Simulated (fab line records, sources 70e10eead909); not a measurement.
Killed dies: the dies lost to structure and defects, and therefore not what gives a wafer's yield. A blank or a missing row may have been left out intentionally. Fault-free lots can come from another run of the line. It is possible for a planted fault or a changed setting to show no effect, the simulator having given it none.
Chamber matching    flow nand-harc    NHARC_A_CHANNEL_FILL_D1_ALD_02 on ald-hk-01 has 4 sister chambers
The step deposits SiO2, target thk 6 nm, pulse time 10 s, ald cycles 60. 8 wafers are shown with their chamber, then 7 later ones without.

EACH WAFER AND ITS CHAMBER
wafer   chamber  heater-power-w (W)  precursor-pulse-height-rel
L746.5  3        468                 0.977
L748.2  2        404                 1.010
L749.5  1        500                 0.964
L751.1  3        480                 0.987
L751.4  0        475                 0.997
L751.5  0        467                 0.994
L756.2  2        419                 0.995
L756.4  1        509                 0.969

WAFERS WHOSE CHAMBER IS MISSING
wafer   heater-power-w (W)  precursor-pulse-height-rel
L756.6  410                 1.021
L766.1  397                 0.969
L766.2  495                 0.986
L766.6  457                 1.011
L768.2  414                 1.005
L768.3  482                 0.965
L768.5  471                 0.965

WHICH CHAMBER EACH ONE RAN IN
wafer   from the rows above           in truth
L756.6  2                             2
L766.1  2                             2
L766.2  can't be placed: 3 or 1 or 0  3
L766.6  can't be placed: 0 or 3       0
L768.2  2                             2
L768.3  can't be placed: 3 or 1       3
L768.5  can't be placed: 3 or 1 or 0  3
Correctly placed: 3 of 7. Cannot be placed on the basis of these rows: 4; the candidates contain the true chamber in 4. Placed wrongly: 0.
How it was worked out, from the rows above alone: a wafer's distance from a chamber is the root of the sum, over the readings, of the square of ((its reading less the chamber's mean) divided by the reading's scatter). The wafer belongs to the nearest chamber; if the next one is less than 2 further off, it can't be placed. Each chamber's mean is taken over the wafers shown for it. The scatter is the square root of a quotient: the sum, over the shown wafers, of each reading's squared deviation from its chamber's mean, divided by wafers minus chambers.
